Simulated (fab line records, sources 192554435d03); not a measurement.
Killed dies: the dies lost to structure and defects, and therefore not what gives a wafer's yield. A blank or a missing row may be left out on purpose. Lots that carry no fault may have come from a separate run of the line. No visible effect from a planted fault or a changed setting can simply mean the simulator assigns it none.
Split-lot experiment ; flow n5Finfet ; route with 1938 steps; 7 lots, 21 wafers read

SPLIT DETAILS
At N5_BEOL_M13_ETCH_68 (etches SOC in N2/H2, time 355 s), the setting timeS was moved away from the recipe's 355 s on 6 of the 21 wafers read, by -22.1% to +19.9%. This setting was run at the recipe's value on the other wafers.

The reading comes from the split's own step.

THE READING
SiARC_of_BEOL_M13_COAT_66.thkNm (the simulator's own value, which no gauge read), in nm, at N5_BEOL_M13_ETCH_68 (etches SOC in N2/H2, time 355 s). No usual value for it is given in the file. Across the 15 wafers here that went through the recipe, the average is 77.3 nm and the standard deviation 0.49 nm.

wafer;tool, chamber at the split;timeS as run, s;against the recipe;SiARC_of_BEOL_M13_COAT_66.thkNm, nm;against lot-mates on the recipe
L076.2;rieDiel-06, 0;355;recipe;77.2;-
L076.4;rieDiel-06, 0;355;recipe;77.2;-
L076.6;rieDiel-06, 2;355;recipe;77.4;-
L082.1;rieDiel-02, 3,1;355;recipe;77.4;-
L082.4;rieDiel-02, 3,1;355;recipe;77.4;-
L082.2;rieDiel-02, 0;283.5;-20.1%;83.2;+5.8
L085.2;rieDiel-01, 0;327.1;-7.9%;79.8;+1.9
L085.3;rieDiel-01, 2;355;recipe;77.6;-
L085.5;rieDiel-01, 3;355;recipe;78.2;-
L090.1;rieDiel-02, 2;276.7;-22.1%;85.4;+8.4
L090.2;rieDiel-02, 0;355;recipe;76.8;-
L090.6;rieDiel-02, 0;355;recipe;77.2;-
L091.1;rieDiel-06, 3;420.2;+18.4%;70.8;-5.6
L091.4;rieDiel-06, 3;420.2;+18.4%;70.6;-5.8
L091.5;rieDiel-06, 2;355;recipe;76.4;-
L096.3;rieDiel-02, 1;355;recipe;77.4;-
L096.5;rieDiel-02, 1;355;recipe;77.4;-
L096.6;rieDiel-02, 3;355;recipe;76.4;-
L095.4;rieDiel-06, 0;355;recipe;78.2;-
L095.5;rieDiel-06, 3;355;recipe;77.2;-
L095.6;rieDiel-06, 1;425.8;+19.9%;70.8;-6.9
The file does not say which wafer passed through which chamber wherever a row lists several chambers: such a row stands for several wafers.

FIT RESULTS
A straight line over all 21 wafers: SiARC_of_BEOL_M13_COAT_66.thkNm changes by -0.34 nm for each +1% of timeS; r = -0.99; the points scatter about the line by 0.53 nm.
The same after taking each lot's own level away (the mean of its wafers on the recipe; 21 wafers): -0.328 nm for each +1%; r = -0.99; scatter 0.47 nm.
The reading moves by 7.2 nm for the largest change in timeS, on that fit.
The span of the lots' own levels, 76.40 to 77.90 nm, comes to 3.0 times the standard deviation stated above.
The two slopes are in agreement: the lot-to-lot level therefore moves the slope only a little.
Check: +6.74 nm against its lot-mates is what the line predicts for one of the wafers moved furthest among these (-22.1%) when that wafer is left out of the fit. It came out at +8.4 nm against them.

OTHER SPLITS ON THESE WAFERS
Before the reading, these wafers also passed through other splits. Each is held against what the fit with the lots' levels taken away leaves over:
other split on the same wafers;wafers away from the commonest value;r with SiARC_of_BEOL_M13_COAT_66.thkNm (lot level and that fit taken away)
N5_BEOL_M12_EXPOSE_07 doseMj;7;+0.04
N5_BEOL_M12_STRIP_63 h2FlowSccm;8;+0.06
N5_BEOL_M12_TRENCH_ETCH_34 timeS;7;-0.22
N5_BEOL_M12_SPUTTER_44 timeS;8;+0.04

FILE'S OWN FIT
SiARC_of_BEOL_M13_COAT_66.thkNm changes by -0.331 nm for each +1% of timeS, r = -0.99.
